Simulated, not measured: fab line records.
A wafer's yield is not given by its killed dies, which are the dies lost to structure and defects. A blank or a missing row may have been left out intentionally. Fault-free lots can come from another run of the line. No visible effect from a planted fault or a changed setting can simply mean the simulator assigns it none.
Comparing a struck lot with a sound one ; flow n5 finfet ; 15 steps out of a route of 1938
Sound: the wafers L423.2, L423.3, L423.5. Struck: wafer L439.1 (left out: L439.5, L439.6 of the same lot, which were not struck); the cause appears at the end.
Order at every step that has rows: each side's tool, ch and its chambers, its first start. Under that, the readings that differ: sound wafers ; struck wafers ; difference of the means ; sigmas: that difference in standard deviations of wafers without a fault.
alike: readings with means less than 2 such deviations apart, plus words and numbers identical on both sides. not compared: withheld readings, readings lacking a value on some wafer, bounds such as >300 that could conceal the same value, and numbers that have no deviation in the record and whose values overlap.
Wherever a step has rows on one side only, a row that says differs or no value, or a row with sigmas, the two part there. Numbers that have no deviation but don't overlap get no sigmas and don't part them. Lack of a reading on every wafer of one side parts them only where that side has two or more wafers.

N5_BEOL_M2_ETCH_41: etches SiCN in CH3F/O2, target depth 29.9 nm, time 52.5 s.
  sound on rie diel-02 ch 0,2; struck on rie diel-04 ch 3
reading;sound;struck;difference;sigmas
drypump motor current A (A);5.3 5.2 5.3;6.4;+1.1;+2
  alike: oes product au, rf vpp V, showerhead plenum p Torr, throttle valve pct
  not compared: rf hours counter h
then, 1 step without rows for these wafers: N5_BEOL_M2_STRIP_97 (strips in N2/H2, time 10 s).
N5_BEOL_M2_OCD_MEAS_38:
  sound: ocd-01 at day 7 13:16; struck: ocd-01 at day 11 07:59
  alike: trench depth nm
then, 4 steps without rows for these wafers: N5_BEOL_M2_HM_STRIP_39 (strips TiN in peroxide tin strip, target depth 25 nm, time 158 s); N5_BEOL_M2_SRD_40 (time 30 s); N5_BEOL_M2_PRECLEAN_42 (cleans in residue remover, time 60 s); N5_BEOL_M2_SRD_43 (time 30 s).
N5_BEOL_M2_CD_MEAS_35: target cd 18 nm, target cd y 22.2 nm.
  sound: cd sem-03 at day 7 13:25; struck: cd sem-03 at day 11 08:08
  alike: cd nm
N5_BEOL_M2_DEGAS_44: time 60 s.
  sound: pvd sputter-02 at day 7 13:40; struck: pvd sputter-02 at day 11 09:01
  alike: heater power w
N5_BEOL_M2_PRE_CLEAN_45: time 30 s.
  sound: pvd sputter-02 at day 7 13:43; struck: pvd sputter-02 at day 11 09:03
  alike: heater power w
N5_BEOL_M2_ALD_84: deposits TaN, pulse time 2 s, purge time 3 s, co reactant purge time 2 s.
  sound on ald metal-04 ch 0,1,2, day 7 13:49; struck on ald metal-02 ch 0, day 11 09:08
  alike: heater power w
after that, 1 step had no rows for these wafers: N5_BEOL_M2_SURFACE_TREAT_85.
N5_BEOL_M2_CVD_47: deposits Co from CCTBA/H2, target thk 3 nm, time 223.8 s.
  sound on cvd co-02 ch 0,1, day 7 14:11; struck on cvd co-01 ch 1, day 11 09:31
reading;sound;struck;difference;sigmas
run length s (s);246.6 246.8 247.3;250.1;+3.2;+9
N5_BEOL_M2_SPUTTER_48: material Cu, target thk 4.5 nm, time 8.29 s.
  sound: pvd sputter-02 at day 7 15:57; struck: pvd sputter-03 at day 11 09:51
reading;sound;struck;difference;sigmas
throttle valve pct (%);29.9 32.2 31.9;28.9;-2.4;-2
N5_BEOL_M4_RC_MEAS_101:
  sound on prober-01 ch 0, day 8 18:52; struck on prober-01 ch 0, day 12 16:50
reading;sound;struck;difference;sigmas
VT_N (mV);253 257 251;247;-7;-2
  alike: DIBL_N, DIBL_P, IOFF_N, IOFF_P, ION_N, ION_P, SS_N, SS_P, VT_P

## WHERE THEY PART
Earliest at N5_BEOL_M2_ETCH_41; latest, in this record, at N5_BEOL_M4_RC_MEAS_101.

WHY: what the simulator had put in
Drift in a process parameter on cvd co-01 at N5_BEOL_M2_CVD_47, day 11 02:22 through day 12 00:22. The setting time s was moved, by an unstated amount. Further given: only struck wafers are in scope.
